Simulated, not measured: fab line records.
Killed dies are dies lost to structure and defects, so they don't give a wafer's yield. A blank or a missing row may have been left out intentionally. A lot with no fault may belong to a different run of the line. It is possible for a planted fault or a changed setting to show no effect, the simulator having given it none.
Which tool is to blame? + flow nandHarc + 11 lots with 33 wafers sampled at 5 steps, on a route of 1159 steps

## WHAT THE GAUGES SHOWED, per wafer
NHARC_END_SORT_01.
| lot  | measured     | on        | killedAtArray |
|------|--------------|-----------|---------------|
| L459 | day 22 08:11 | prober-01 | 674 673 669   |
| L458 | day 22 18:18 | prober-02 | 675 673 671   |

## EACH LOT AND THE TOOL THAT RAN IT (in order: tool; ch and the chambers of the sampled wafers; start)
| lot  | NHARC_A_CONTACT_ETCH_50                      | NHARC_A_CONTACT_ETCH_120           | NHARC_A_CONTACT_ETCH_121           | NHARC_A_CONTACT_STRIP_55          |
|------|----------------------------------------------|------------------------------------|------------------------------------|-----------------------------------|
| L447 | rieDiel-13 ch 0,1,2, day 16 13:00 or earlier | harCapEtch-01 ch 0,1, day 16 13:00 | harCapEtch-01 ch 0,1, day 16 13:05 | rieDiel-01 ch 0,1,3, day 16 14:29 |
| L451 | rieDiel-13 ch 1,2,3, day 17 00:54 or earlier | harCapEtch-02 ch 0,1, day 17 00:54 | harCapEtch-02 ch 0,1, day 17 00:59 | rieDiel-07 ch 1,2,3, day 17 02:25 |
| L452 | rieDiel-13 ch 0,3, day 17 04:30 or earlier   | harCapEtch-03 ch 0,1, day 17 04:30 | harCapEtch-03 ch 0,1, day 17 04:35 | rieDiel-13 ch 1,2,3, day 17 06:17 |
| L453 | rieDiel-13 ch 0,3, day 17 09:19 or earlier   | harCapEtch-02 ch 0,1, day 17 09:19 | harCapEtch-02 ch 0,1, day 17 09:26 | rieDiel-07 ch 0,1, day 17 10:57   |
| L455 | rieDiel-01 ch 1,2, day 18 12:29 or earlier   | harCapEtch-01 ch 0,1, day 18 12:29 | harCapEtch-01 ch 0,1, day 18 12:34 | rieDiel-13 ch 0,1,3, day 18 13:58 |
| L459 | rieDiel-13 ch 0,2,3, day 19 15:46 or earlier | harCapEtch-01 ch 0,1, day 19 15:46 | harCapEtch-01 ch 0,1, day 19 15:51 | rieDiel-07 ch 1,2,3, day 19 17:49 |
| L458 | rieDiel-07 ch 0,1,3, day 19 19:16 or earlier | harCapEtch-03 ch 0,1, day 19 19:16 | harCapEtch-03 ch 0,1, day 19 19:23 | rieDiel-13 ch 1,2, day 19 21:01   |
| L460 | rieDiel-07 ch 0,1,2, day 20 07:25 or earlier | harCapEtch-01 ch 1, day 20 07:25   | harCapEtch-01 ch 1, day 20 07:30   | rieDiel-07 ch 0,3, day 20 08:55   |
| L469 | rieDiel-13 ch 0,1,2, day 21 21:50 or earlier | harCapEtch-02 ch 0,1, day 21 21:50 | harCapEtch-02 ch 0,1, day 21 21:56 | rieDiel-13 ch 0,1,3, day 21 23:20 |
| L467 | rieDiel-07 ch 0,3, day 22 07:07 or earlier   | harCapEtch-03 ch 0,1, day 22 07:07 | harCapEtch-03 ch 0,1, day 22 07:12 | rieDiel-01 ch 0,2,3, day 22 09:02 |
| L470 | rieDiel-07 ch 0,2,3, day 22 09:01 or earlier | harCapEtch-02 ch 1, day 22 09:01   | harCapEtch-02 ch 1, day 22 09:07   | rieDiel-13 ch 1,3, day 22 10:44   |
- NHARC_A_CONTACT_ETCH_50: etches the open film in CF4/CHF3, target depth 84.7 nm, time 42.4 s.
- NHARC_A_CONTACT_ETCH_120: etches the open film in C4F8/O2/Ar, time 94 s, target depth 922 nm.
- NHARC_A_CONTACT_ETCH_121: etches the open film in C4F8/O2/Ar, time 94 s, target depth 922 nm.
- NHARC_A_CONTACT_STRIP_55: strips in O2.

## THE ANSWER, worked out from the rows above alone
Rule: the usual values come from the lots themselves. The widest of any qualifying gaps counts: lots, ordered by their means at a reading, are off when they make up no more than a third of the lots, leave a main group of 4 or more, and stand apart from it by 3 or more times the standard deviation of that group's means. Not used: any main group whose means are identical at the precision the tables above print for the reading. A lot without any number at a reading at which 4 lots or more have one is off too. Where the step has rows for the other lots, those lots are counted as sound.
Nothing can be told from this: no lot is off at any reading shown.

## WHAT THE SIMULATOR HAD INSERTED
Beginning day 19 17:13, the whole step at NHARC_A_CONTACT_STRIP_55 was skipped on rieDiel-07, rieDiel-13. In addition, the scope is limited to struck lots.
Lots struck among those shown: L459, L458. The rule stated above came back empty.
